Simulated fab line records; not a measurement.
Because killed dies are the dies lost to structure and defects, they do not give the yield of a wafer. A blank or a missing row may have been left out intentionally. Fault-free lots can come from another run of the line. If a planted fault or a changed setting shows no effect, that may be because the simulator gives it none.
Chamber matching -- flow nand harc -- 4 sister chambers for NHARC_A_STAIRCASE_TRIM_187 on rie diel-04
The step chemistry O2, time 211.2 s. 8 wafers are shown with their chamber, then 12 later ones without.

## WAFERS WITH THEIR CHAMBER
wafer,chamber,showerhead plenum p Torr (Torr),drypump motor current A (A)
L085.2,1,3.30,5.0
L085.3,0,3.75,4.6
L085.6,2,3.44,5.8
L086.3,0,3.75,4.6
L086.5,3,3.59,6.2
L089.1,3,3.58,6.2
L089.2,1,3.30,4.9
L089.3,2,3.43,5.8

## WAFERS MISSING THEIR CHAMBER
wafer,showerhead plenum p Torr (Torr),drypump motor current A (A)
L090.1,3.58,6.2
L090.5,3.74,4.6
L090.6,3.58,6.2
L091.3,3.74,4.7
L091.4,3.29,4.9
L091.6,3.74,4.7
L094.1,3.42,5.8
L094.2,3.29,4.9
L094.3,3.57,6.2
L094.4,3.74,4.7
L094.5,3.57,6.1
L094.6,3.42,5.8

## WHICH CHAMBER EACH WENT THROUGH
wafer,from the rows above,in truth
L090.1,3,3
L090.5,0,0
L090.6,3,3
L091.3,0,0
L091.4,1,1
L091.6,0,0
L094.1,2,2
L094.2,1,1
L094.3,3,3
L094.4,0,0
L094.5,3,3
L094.6,2,2
12 of 12 placed correctly. From these rows, 0 cannot be placed. Wrongly placed: 0.
How it was worked out, from the rows above alone: a wafer's distance from a chamber is the root of the sum, over the readings, of the square of ((its reading less the chamber's mean) divided by the reading's scatter). If the next closest chamber is less than 2 further off than the closest, the wafer can't be placed; otherwise it belongs to the closest. A chamber's mean is the mean of its shown wafers. The scatter is the square root of a quotient: the sum, over the shown wafers, of each reading's squared deviation from its chamber's mean, divided by wafers minus chambers.
